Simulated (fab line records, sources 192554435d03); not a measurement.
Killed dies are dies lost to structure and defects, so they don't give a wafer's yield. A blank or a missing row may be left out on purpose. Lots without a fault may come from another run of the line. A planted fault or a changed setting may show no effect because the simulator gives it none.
Split-lot experiment | flow n5_finfet | 7 lots, 39 wafers read, on a route of 1938 steps

THE SPLIT
At N5_STI_FIN_REVEAL_ETCHBACK_08 (etches SiO2 in C4F6/O2, target depth 30.5 nm, time 10.167 s), the setting target_depth_a was moved away from the recipe's 305 angstrom on 12 of the 39 wafers read, by -42.9% to +52.8%. The other wafers ran this setting at the recipe's value.

FROM THE SPLIT TO THE READING: what the file shows between them, 3 steps
- N5_STI_FIN_REVEAL_STRIP_24: strips in N2/H2, time 90 s
- N5_STI_FIN_REVEAL_PRECLEAN_25: cleans in SPM, time 90 s
- N5_STI_FIN_REVEAL_SRD_23: time 30 s

THE READING
trench_depth_nm, in nm, at N5_STI_FIN_REVEAL_FIN_H_MEAS_10. Fault-free wafers of this fab line usually give 52.0 nm, standard deviation 0.74 nm.

wafer  | tool, chamber at the split | target_depth_a as run, angstrom | against the recipe | trench_depth_nm, nm | against lot-mates on the recipe
L074.1 | rie_diel-03, 2,1,3         | 386.6                           | +26.8%             | 58.1                | +7.2
L074.2 | rie_diel-03, 2,1,3         | 386.6                           | +26.8%             | 59.7                | +8.8
L074.3 | rie_diel-03, 0,2,1         | 305                             | recipe             | 51.9                | -
L074.4 | rie_diel-03, 2,1,3         | 386.6                           | +26.8%             | 61.1                | +10.2
L074.5 | rie_diel-03, 0,2,1         | 305                             | recipe             | 50.0                | -
L074.6 | rie_diel-03, 0,2,1         | 305                             | recipe             | 50.9                | -
L075.1 | rie_diel-03, 0,1,2,3,2,3   | 305                             | recipe             | 52.5                | -
L075.2 | rie_diel-03, 0,1,2,3,2,3   | 305                             | recipe             | 52.0                | -
L075.3 | rie_diel-03, 0,1,2,3,2,3   | 305                             | recipe             | 51.7                | -
L075.4 | rie_diel-03, 0,1,2,3,2,3   | 305                             | recipe             | 52.9                | -
L075.5 | rie_diel-03, 0,1,2,3,2,3   | 305                             | recipe             | 51.2                | -
L075.6 | rie_diel-03, 0,1,2,3,2,3   | 305                             | recipe             | 52.3                | -
L080.1 | rie_diel-03, 0,3,1,3,0,1   | 305                             | recipe             | 52.6                | -
L080.2 | rie_diel-03, 0,3,1,3,0,1   | 305                             | recipe             | 52.9                | -
L080.3 | rie_diel-03, 0,3,1,3,0,1   | 305                             | recipe             | 52.0                | -
L080.4 | rie_diel-03, 0,3,1,3,0,1   | 305                             | recipe             | 52.7                | -
L080.5 | rie_diel-03, 0,3,1,3,0,1   | 305                             | recipe             | 53.0                | -
L080.6 | rie_diel-03, 0,3,1,3,0,1   | 305                             | recipe             | 51.6                | -
L082.1 | rie_diel-03, 3,1,3         | 305                             | recipe             | 51.5                | -
L082.2 | rie_diel-03, 3,1,3         | 305                             | recipe             | 50.8                | -
L082.3 | rie_diel-03, 0,1,0         | 466.1                           | +52.8%             | 68.6                | +17.1
L082.4 | rie_diel-03, 0,1,0         | 466.1                           | +52.8%             | 67.5                | +16.0
L082.5 | rie_diel-03, 0,1,0         | 466.1                           | +52.8%             | 68.0                | +16.5
L082.6 | rie_diel-03, 3,1,3         | 305                             | recipe             | 52.1                | -
L083.1 | rie_diel-03, 3,1,0         | 235.2                           | -22.9%             | 45.6                | -6.7
L083.2 | rie_diel-03, 3,1,0         | 235.2                           | -22.9%             | 44.8                | -7.5
L083.3 | rie_diel-03, 0,3,1         | 305                             | recipe             | 53.3                | -
L083.4 | rie_diel-03, 0,3,1         | 305                             | recipe             | 52.5                | -
L083.5 | rie_diel-03, 3,1,0         | 235.2                           | -22.9%             | 44.8                | -7.5
L083.6 | rie_diel-03, 0,3,1         | 305                             | recipe             | 51.2                | -
L088.1 | rie_diel-03, 3,0,2         | 174.2                           | -42.9%             | 39.1                | -12.2
L088.2 | rie_diel-03, 1,2,1         | 305                             | recipe             | 50.7                | -
L088.3 | rie_diel-03, 3,0,2         | 174.2                           | -42.9%             | 38.7                | -12.6
L088.4 | rie_diel-03, 1,2,1         | 305                             | recipe             | 52.3                | -
L088.5 | rie_diel-03, 3,0,2         | 174.2                           | -42.9%             | 38.6                | -12.7
L088.6 | rie_diel-03, 1,2,1         | 305                             | recipe             | 50.8                | -
L092.1 | rie_diel-02, 3,2,2         | 305                             | recipe             | 52.6                | -
L092.3 | rie_diel-02, 3,2,2         | 305                             | recipe             | 52.3                | -
L092.5 | rie_diel-02, 3,2,2         | 305                             | recipe             | 52.9                | -
Where a row lists several chambers, the file gives one row for several wafers and doesn't say which wafer went through which chamber.

THE FIT
A straight line over all 39 wafers: trench_depth_nm changes by +0.303 nm for each +1% of target_depth_a; r = +0.99; the points scatter about the line by 0.82 nm.
The same after taking each lot's own level away (the mean of its wafers on the recipe; 39 wafers): +0.308 nm for each +1%; r = +0.99; scatter 0.7 nm.
On that fit, the largest move of target_depth_a shifts the reading by 16 nm.
The lots' own levels span 50.93 to 52.60 nm, that is 2.3 times the standard deviation above.
So the lot-to-lot level changes the slope little: the two slopes agree.
Check: with one of the wafers moved furthest among these (+52.8%) left out of the fit, the line predicts +16.2 nm for it against its lot-mates. It came out at +17.1 nm against them.

OTHER SPLITS ON THESE WAFERS
These wafers also went through other splits before the reading. Each is held against what the fit with the lots' levels taken away leaves over:
other split on the same wafers          | wafers away from the commonest value | r with trench_depth_nm (lot level and that fit taken away)
N5_ZERO_LAYER_DEVELOP_10 develop_time_s | 15                                   | -0.30

THE FILE'S OWN FIT
trench_depth_nm changes by +0.307 nm for each +1% of target_depth_a, r = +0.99.
